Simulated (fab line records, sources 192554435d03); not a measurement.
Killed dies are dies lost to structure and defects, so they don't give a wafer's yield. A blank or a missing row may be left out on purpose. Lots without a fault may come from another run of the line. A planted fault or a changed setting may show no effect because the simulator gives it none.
Split-lot experiment | flow n5_finfet | 7 lots, 21 wafers read, on a route of 1938 steps

THE SPLIT
At N5_BEOL_M15_TRENCH_ETCH_34 (etches SiO2 in C4F8/O2/Ar, target depth 872.93 nm, time 199 s), the setting bias_w was moved away from the recipe's 2040 W on 6 of the 21 wafers read, by -14.2% to +9.6%. The other wafers ran this setting at the recipe's value.

The reading is taken at the split's own step.

THE READING
rf_vpp_V, in V, at N5_BEOL_M15_TRENCH_ETCH_34 (etches SiO2 in C4F8/O2/Ar, target depth 872.93 nm, time 199 s). Fault-free wafers of this fab line usually give 2222 V, standard deviation 47 V.

wafer  | tool, chamber at the split | bias_w as run, W | against the recipe | rf_vpp_V, V | against lot-mates on the recipe
L078.1 | rie_diel-05, 3             | 2040             | recipe             | 2155        | -
L078.4 | rie_diel-05, 0             | 2040             | recipe             | 2295        | -
L078.6 | rie_diel-05, 1             | 2040             | recipe             | 2194        | -
L083.1 | rie_diel-05, 0             | 2040             | recipe             | 2293        | -
L083.2 | rie_diel-05, 1             | 1904             | -6.7%              | 2090        | -203
L083.4 | rie_diel-05, 3             | 1904             | -6.7%              | 2051        | -242
L089.3 | rie_diel-01, 2             | 2040             | recipe             | 2258        | -
L089.4 | rie_diel-01, 0             | 2040             | recipe             | 2267        | -
L089.6 | rie_diel-01, 3             | 2040             | recipe             | 2220        | -
L090.1 | rie_diel-01, 1             | 2040             | recipe             | 2229        | -
L090.2 | rie_diel-01, 0             | 2040             | recipe             | 2267        | -
L090.5 | rie_diel-01, 1             | 1814             | -11.1%             | 2053        | -195
L092.2 | rie_diel-01, 1             | 2040             | recipe             | 2229        | -
L092.5 | rie_diel-01, 0             | 2235             | +9.6%              | 2415        | +186
L092.6 | rie_diel-01, 1             | 2235             | +9.6%              | 2374        | +145
L096.3 | rie_diel-01, 0             | 2040             | recipe             | 2266        | -
L096.4 | rie_diel-01, 2             | 2040             | recipe             | 2259        | -
L096.6 | rie_diel-01, 2             | 1751             | -14.2%             | 2029        | -234
L097.2 | rie_diel-05, 3             | 2040             | recipe             | 2153        | -
L097.3 | rie_diel-05, 0             | 2040             | recipe             | 2293        | -
L097.4 | rie_diel-05, 1             | 2040             | recipe             | 2193        | -

THE FIT
A straight line over all 21 wafers: rf_vpp_V changes by +17.1 V for each +1% of bias_w; r = +0.90; the points scatter about the line by 46 V.
The same after taking each lot's own level away (the mean of its wafers on the recipe; 21 wafers): +19.2 V for each +1%; r = +0.91; scatter 48 V.
On that fit, the largest move of bias_w shifts the reading by 2.7e+02 V.
The lots' own levels span 2213.0 to 2293.0 V, that is 1.7 times the standard deviation above.
So the lot-to-lot level changes the slope: the two fits differ.
Check: with one of the wafers moved furthest among these (-14.2%) left out of the fit, the line predicts -306 V for it against its lot-mates. It came out at -234 V against them.
Tool readings at the split's step, against how far the setting was moved: rf_vpp_V r = +0.90.

OTHER SPLITS ON THESE WAFERS
These wafers also went through other splits before the reading. Each is held against what the fit with the lots' levels taken away leaves over:
other split on the same wafers    | wafers away from the commonest value | r with rf_vpp_V (lot level and that fit taken away)
N5_BEOL_M13_TRENCH_ETCH_34 time_s | 5                                    | +0.04
N5_BEOL_M14_TRENCH_ETCH_34 time_s | 8                                    | -0.51
N5_BEOL_M14_SPUTTER_43 time_s     | 5                                    | +0.18
N5_BEOL_M15_ETCH_61 time_s        | 8                                    | +0.05

THE FILE'S OWN FIT
rf_vpp_V changes by +18.6 V for each +1% of bias_w, r = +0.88.
